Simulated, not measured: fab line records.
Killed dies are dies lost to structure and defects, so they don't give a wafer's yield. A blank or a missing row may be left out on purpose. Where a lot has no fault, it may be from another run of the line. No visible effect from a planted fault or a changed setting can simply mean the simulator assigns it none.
Comparing a struck lot with a sound one || flow nandHarc || 39 out of 1302 route steps
Sound: the wafers L667.1, L667.3, L667.5. Wafers L674.2, L674.4, L674.5 were the ones struck. Last of all comes the cause.
Per side, at each step with rows, come the tool, then ch with its chambers, and then its first start. Under that, the readings that differ: sound wafers || struck wafers || difference of the means || sigmas: that difference in standard deviations of wafers without a fault.
alike: words and numbers the same on both sides, and readings whose means are apart by under 2 such deviations; not compared: readings that were withheld, readings missing a value for some wafer, numbers with overlapping values and no deviation given by the record, and bounds like >300 which may hide the same value.
A row with sigmas, a row that says differs or no value, or rows on one side alone: a step with any of these is where the two part. Numbers that have no deviation but don't overlap get no sigmas and don't part them. Lack of a reading on every wafer of one side parts them only where that side has two or more wafers.

first, 1 step without rows for these wafers: NHARC_A_CHANNEL_HOLE_D2_SRD_30.
NHARC_A_CHANNEL_HOLE_D2_CD_MEAS_31:
  struck on cdSem-01, day 16 08:48; sound on cdSem-01, day 13 12:26
  alike: cdNm
NHARC_A_CHANNEL_HOLE_D2_XSEM_32:
  sound on xsem-01 ch 0, day 13 12:32; struck on xsem-01 ch 0, day 16 08:53
  alike: botCdNm, bowNm, tiltDeg
NHARC_A_CHANNEL_HOLE_D2_INSPECT_40:
  struck on defectInspect-01, day 16 08:59; sound on defectInspect-01, day 13 12:37
  alike: rawDefectCount
then, 6 steps without rows for these wafers: NHARC_A_CHANNEL_FILL_D2_PRECLEAN_00 (cleans in SC1); NHARC_A_CHANNEL_FILL_D2_SRD_01; NHARC_A_CHANNEL_FILL_D2_ALD_02 (deposits SiO2, target thk 6 nm, pulse time 10 s, ald cycles 60); NHARC_A_CHANNEL_FILL_D2_ALD_03 (deposits SiNx, target thk 6 nm, pulse time 60 s, ald cycles 58); NHARC_A_CHANNEL_FILL_D2_ALD_14 (deposits SiO2, target thk 2.5 nm, pulse time 10 s, ald cycles 25); NHARC_A_CHANNEL_FILL_D2_ALD_15 (deposits SiNx, target thk 2 nm, pulse time 60 s, ald cycles 19).
NHARC_A_CHANNEL_FILL_D2_ALD_16: deposits SiO2, target thk 1.5 nm, pulse time 10 s, ald cycles 15.
  sound on aldHk-04 ch 0,2,3, day 14 00:22; struck on aldHk-01 ch 0,3, day 16 21:26
  alike: heaterPowerW, precursorPulseHeightRel
then, 1 step without rows for these wafers: NHARC_A_CHANNEL_FILL_D2_ANNEAL_17 (time 1800 s).
NHARC_A_CHANNEL_FILL_D2_CVD_18: deposits poly-Si, target thk 3 nm.
  sound on lpcvdPoly-03 ch 0, day 14 09:46; struck on lpcvdPoly-02 ch 0, day 17 07:06
  alike: tubeCenterTempC, zonePowerBottomPct
then, 7 steps without rows for these wafers: NHARC_A_CHANNEL_FILL_D2_ETCHBACK_19 (etches the open film in HBr/Cl2, target depth 5 nm, time 1.7 s); NHARC_A_CHANNEL_FILL_D2_ETCHBACK_20 (etches the open film in C4F8/O2/Ar, target depth 27 nm, time 13.5 s); NHARC_A_CHANNEL_FILL_D2_STRIP_28 (strips in O2, time 20 s); NHARC_A_CHANNEL_FILL_D2_PRECLEAN_21 (cleans in dHF, time 30 s); NHARC_A_CHANNEL_FILL_D2_SRD_23; NHARC_A_CHANNEL_FILL_D2_CVD_05 (deposits poly-Si, target thk 5 nm); NHARC_A_CHANNEL_FILL_D2_ANNEAL_22 (time 7200 s).
NHARC_A_CHANNEL_FILL_D2_ALD_25: deposits SiOx, target thk 60 nm, pulse time 10 s, ald cycles 600.
  sound on aldHk-02 ch 0,2,3, day 15 01:11; struck on aldHk-02 ch 0,3, day 17 21:36
  alike: heaterPowerW, precursorPulseHeightRel
NHARC_A_CHANNEL_FILL_D2_ETCHBACK_08: etches the open film in C4F8, target depth 220 nm, time 110 s.
  sound: rieDiel-13 ch 0,1,2; struck: rieDiel-13 ch 1,3
  alike: oesProductAu, rfVppV
  not compared: rfHoursCounterH
NHARC_A_CHANNEL_FILL_D2_STRIP_29: strips in O2, time 20 s.
  sound: rieDiel-13 ch 0,1,2; struck: rieDiel-13 ch 0,1,3
  alike: drypumpMotorCurrentA, oesProductAu, rfVppV, showerheadPlenumPTorr, throttleValvePct
  not compared: rfHoursCounterH
then, 15 steps without rows for these wafers: NHARC_A_CHANNEL_FILL_D2_PRECLEAN_30 (cleans in dHF, time 30 s); NHARC_A_CHANNEL_FILL_D2_SRD_31; NHARC_A_CHANNEL_FILL_D2_CVD_09 (deposits poly-Si, target thk 150 nm, time 3000 s); NHARC_A_CHANNEL_FILL_D2_CMP_10 (polishes, target thk 150 nm); NHARC_A_CHANNEL_FILL_D2_SRD_12; NHARC_A_CHANNEL_FILL_D2_RTA_24 (time 5 s); NHARC_A_STAIRCASE_DEP_156 (deposits SiNx, target thk 50 nm); NHARC_A_STAIRCASE_DEHYDRATE_158 (time 120 s); NHARC_A_STAIRCASE_HMDS_159 (time 30 s); NHARC_A_STAIRCASE_COAT_160; NHARC_A_STAIRCASE_SOFTBAKE_161 (time 170 s); NHARC_A_STAIRCASE_EBR_162; NHARC_A_STAIRCASE_EXPOSE_163 (exposes mask STAIR OPEN); NHARC_A_STAIRCASE_PEB_164 (peb time 130 s); NHARC_A_STAIRCASE_DEVELOP_165 (time 140 s).
-- record jumps: 9 days between struck wafers' starts before vs after; left off in module A_STAIRCASE, resumes in module END, first step shown is number 1302 of the route --
NHARC_END_SORT_01:
  the record has rows for the struck wafers here (prober-01 ch 0, day 27 08:12) and none for the sound ones

== WHERE THEY PART ==
Only at NHARC_END_SORT_01, as far as this record shows.

WHY: the cause the simulator had injected
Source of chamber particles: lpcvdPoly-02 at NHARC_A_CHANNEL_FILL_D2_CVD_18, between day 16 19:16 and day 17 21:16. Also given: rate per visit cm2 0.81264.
